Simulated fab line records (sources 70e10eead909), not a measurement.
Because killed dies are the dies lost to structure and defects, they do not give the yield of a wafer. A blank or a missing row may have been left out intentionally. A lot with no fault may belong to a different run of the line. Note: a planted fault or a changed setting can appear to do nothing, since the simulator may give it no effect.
Chamber matching | flow nand harc | rie diel-11 running NHARC_P_BONDPAD_ACTIVATE_29: 4 sister chambers
The step chemistry N2, time 60 s. 24 wafers are shown with their chamber, then 12 later ones without.

WAFERS WITH THEIR CHAMBER
wafer  | chamber | showerhead plenum p Torr (Torr) | drypump motor current A (A) | rf vpp V (V)
L074.2 | 1       | 1.87                            | 5.3                         | 65.0
L074.3 | 2       | 1.68                            | 4.9                         | 64.4
L074.6 | 2       | 1.67                            | 4.9                         | 63.5
L076.1 | 3       | 1.69                            | 6.2                         | 62.6
L076.3 | 2       | 1.68                            | 4.9                         | 63.5
L076.4 | 1       | 1.87                            | 5.2                         | 62.7
L077.3 | 0       | 1.70                            | 6.1                         | 64.3
L077.4 | 3       | 1.69                            | 6.2                         | 63.4
L077.6 | 2       | 1.68                            | 4.9                         | 63.4
L078.1 | 2       | 1.67                            | 4.9                         | 63.9
L078.4 | 0       | 1.70                            | 6.1                         | 64.2
L078.6 | 3       | 1.69                            | 6.1                         | 65.0
L079.1 | 1       | 1.87                            | 5.3                         | 66.0
L079.2 | 0       | 1.70                            | 6.1                         | 64.2
L079.4 | 3       | 1.69                            | 6.2                         | 62.9
L080.4 | 0       | 1.70                            | 6.1                         | 62.9
L080.5 | 1       | 1.87                            | 5.3                         | 64.7
L080.6 | 2       | 1.67                            | 4.9                         | 64.4
L084.1 | 0       | 1.70                            | 6.0                         | 62.9
L084.3 | 1       | 1.87                            | 5.3                         | 65.7
L084.5 | 0       | 1.70                            | 6.1                         | 64.1
L085.2 | 2       | 1.67                            | 4.9                         | 64.5
L085.3 | 0       | 1.70                            | 6.1                         | 63.5
L085.6 | 0       | 1.70                            | 6.1                         | 63.6

SIGNATURES, as means of the wafers listed above
reading                  | chamber 0 | chamber 1 | chamber 2 | chamber 3 | scatter within a chamber
showerhead plenum p Torr | 1.7000    | 1.8700    | 1.6743    | 1.6900    | 0.00293
drypump motor current A  | 6.087     | 5.280     | 4.900     | 6.175     | 0.0348
rf vpp V                 | 63.712    | 64.820    | 63.943    | 63.475    | 0.834
Rule: a wafer lies at a distance from a chamber equal to the root of the sum of squares, over the readings, of (its reading less the chamber's mean, divided by the reading's scatter). If the next closest chamber is less than 2 further off than the closest, the wafer can't be placed; otherwise it belongs to the closest. The scatter is the square root of a quotient: the sum, over the shown wafers, of each reading's squared deviation from its chamber's mean, divided by wafers minus chambers.

WAFERS WHOSE CHAMBER IS MISSING
wafer  | showerhead plenum p Torr (Torr) | drypump motor current A (A) | rf vpp V (V)
L086.3 | 1.67                            | 4.9                         | 64.8
L086.4 | 1.70                            | 6.1                         | 63.9
L086.5 | 1.67                            | 4.9                         | 64.4
L088.1 | 1.70                            | 6.1                         | 62.2
L088.4 | 1.87                            | 5.3                         | 64.3
L088.5 | 1.69                            | 6.2                         | 63.0
L090.1 | 1.70                            | 6.1                         | 65.1
L090.5 | 1.69                            | 6.2                         | 65.6
L090.6 | 1.67                            | 4.9                         | 63.6
L097.2 | 1.67                            | 4.9                         | 63.3
L097.3 | 1.70                            | 6.1                         | 62.9
L097.5 | 1.67                            | 4.9                         | 63.5

WHICH CHAMBER EACH WENT THROUGH
wafer  | from the rows above | in truth
L086.3 | 2                   | 2
L086.4 | 0                   | 0
L086.5 | 2                   | 2
L088.1 | 0                   | 0
L088.4 | 1                   | 1
L088.5 | 3                   | 3
L090.1 | 0                   | 0
L090.5 | 3                   | 3
L090.6 | 2                   | 2
L097.2 | 2                   | 2
L097.3 | 0                   | 0
L097.5 | 2                   | 2
Correctly placed: 12 of 12. From these rows, 0 cannot be placed. Wrongly placed: 0.
